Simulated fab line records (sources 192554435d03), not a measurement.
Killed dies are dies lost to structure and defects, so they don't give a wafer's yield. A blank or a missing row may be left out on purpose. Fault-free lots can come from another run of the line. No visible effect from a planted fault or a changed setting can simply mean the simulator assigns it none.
Matching of chambers	flow n5_finfet	N5_BEOL_M8_STRIP_36 on rie_diel-05: 4 sister chambers
The step strips in N2/H2. 4 wafers are shown with their chamber, then 9 later ones without.

WAFERS WITH THEIR CHAMBER
wafer	chamber	throttle_valve_pct (%)
L084.5	2	23.47
L089.1	1	23.64
L089.2	0	23.70
L089.3	3	24.19

WAFERS WITH NO CHAMBER GIVEN
wafer	throttle_valve_pct (%)
L088.1	23.63
L088.3	23.49
L088.5	23.48
L093.1	23.66
L093.2	23.68
L093.5	23.51
L092.2	23.49
L092.4	23.67
L092.6	23.46

THE CHAMBER EACH PASSED THROUGH
wafer	from the rows above	in truth
L088.1	1	1
L088.3	2	2
L088.5	2	2
L093.1	can't be placed: 1 or 0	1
L093.2	can't be placed: 0 or 1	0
L093.5	2	2
L092.2	2	2
L092.4	can't be placed: 0 or 1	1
L092.6	2	2
Correct placement for 6 of the 9. These rows do not allow placing 3 (true chamber among the candidates in 3). Wrongly placed: 0.
How it was worked out, from the rows above alone: a wafer's distance from a chamber is the root of the sum, over the readings, of the square of ((its reading less the chamber's mean) divided by the reading's scatter). If the next closest chamber is less than 2 further off than the closest, the wafer can't be placed; otherwise it belongs to the closest. A chamber's mean is the mean of its shown wafers. The scatter: with one shown wafer a chamber, the root of the mean of the squares of how far each hidden wafer lies from its nearest shown one.
